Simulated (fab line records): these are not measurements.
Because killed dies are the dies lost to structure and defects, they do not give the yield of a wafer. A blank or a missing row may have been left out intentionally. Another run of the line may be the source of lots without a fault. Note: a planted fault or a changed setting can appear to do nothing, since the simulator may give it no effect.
A lot that was struck, set against a sound lot + flow nand_harc + 15 steps out of a route of 1302
Sound: these wafers, L182.2, L182.4, L182.6. Struck: wafer L192.2. The cause is named last.
Per side, at each step with rows, come the tool, then ch with its chambers, and then its first start. Under that, the readings that differ: sound wafers + struck wafers + difference of the means + sigmas: that difference in standard deviations of wafers without a fault.
alike: a reading whose means differ by less than 2 such deviations, as well as words and numbers matching on both sides. not compared: withheld readings; readings where some wafer has no value; bounds like >300 that might hide an equal value; numbers whose values overlap and for which the record gives no deviation.
Wherever a step has rows on one side only, a row that says differs or no value, or a row with sigmas, the two part there. Non-overlapping numbers with no deviation appear without sigmas and do not part them. Lack of a reading on every wafer of one side parts them only where that side has two or more wafers.

NHARC_A_DECK1_JOINT_ETCHBACK_07: etches the open film in HBr, target depth 105 nm, time 26.9 s.
  sound on rie_si-03 ch 1,2, day 11 09:53; struck on rie_si-03 ch 0, day 15 14:21
  alike: drypump_motor_current_A, oes_product_au, run_length_s, throttle_valve_pct
  not compared: rf_hours_counter_h
then, 8 steps without rows for these wafers: NHARC_A_DECK1_JOINT_ETCH_25 (etches SiO2 in dHF, target depth 0.5 nm); NHARC_A_DECK1_JOINT_ETCH_19 (etches poly-Si in TMAH, target depth 3 nm); NHARC_A_DECK1_JOINT_ETCH_18 (etches SiO2 in dHF, target depth 3 nm); NHARC_A_DECK1_JOINT_WET_08 (chemistry H3PO4, time 86 s); NHARC_A_DECK1_JOINT_ETCH_09 (etches SiO2 in dHF, target depth 5 nm); NHARC_A_DECK1_JOINT_WET_10 (chemistry H3PO4, time 86 s); NHARC_A_DECK1_JOINT_ETCH_11 (etches SiO2 in dHF, target depth 35 nm); NHARC_A_DECK1_JOINT_CVD_12 (deposits poly-Si, target thk 90 nm, time 1800 s).
NHARC_A_DECK1_JOINT_CMP_13: polishes, target thk 51.023 nm.
  sound on cmp-02 ch 1,2,3, day 11 20:02; struck on cmp-01 ch 2, day 16 00:36
  alike: motor_current_A, time_to_endpoint_s
NHARC_A_DECK1_JOINT_THK_MEAS_14: measures by ellipsometry.
  struck on film_metro-01, day 16 00:49; sound on film_metro-01, day 11 20:14
| reading     | sound          | struck | difference | sigmas |
|-------------|----------------|--------|------------|--------|
| thk_nm (nm) | 51.5 52.1 53.7 | 47.7   | -4.7       | -3     |
next, for these wafers, 1 step has no rows: NHARC_A_DECK1_JOINT_SRD_04.
NHARC_A_DECK1_JOINT_ETCHBACK_00: etches the open film in HBr, target depth 30 nm, time 17.4 s.
  sound on rie_si-01 ch 0,3, day 11 20:22; struck on rie_si-06 ch 0, day 16 00:57
| reading                     | sound          | struck | difference | sigmas |
|-----------------------------|----------------|--------|------------|--------|
| drypump_motor_current_A (A) | 6.2 6.2 6.2    | 5.4    | -0.8       | -2     |
| run_length_s (s)            | 39.0 38.2 38.5 | 42.3   | +3.7       | +8     |
  alike: oes_product_au, throttle_valve_pct
  not compared: rf_hours_counter_h
then, 1 step without rows for these wafers: NHARC_A_DECK1_JOINT_PRECLEAN_30 (cleans in SC1).
-- break in the record here, with 13 days between the starts of the struck wafers on either side (left off in module A_DECK1_JOINT, picked up again in module END, where the first step shown is number 1302 on the route) --
NHARC_END_SORT_01:
  sound on prober-01 ch 0, day 25 03:57; struck on prober-01 ch 0, day 29 06:27
  alike: killed_at_array, killed_at_other, killed_at_periphery, killed_dies, killed_open, killed_short

WHERE THEY PART
Earliest at NHARC_A_DECK1_JOINT_THK_MEAS_14; latest, in this record, at NHARC_A_DECK1_JOINT_ETCHBACK_00. Later steps at which nothing parts them and some readings are alike: NHARC_END_SORT_01.

WHY: what the simulator had put in
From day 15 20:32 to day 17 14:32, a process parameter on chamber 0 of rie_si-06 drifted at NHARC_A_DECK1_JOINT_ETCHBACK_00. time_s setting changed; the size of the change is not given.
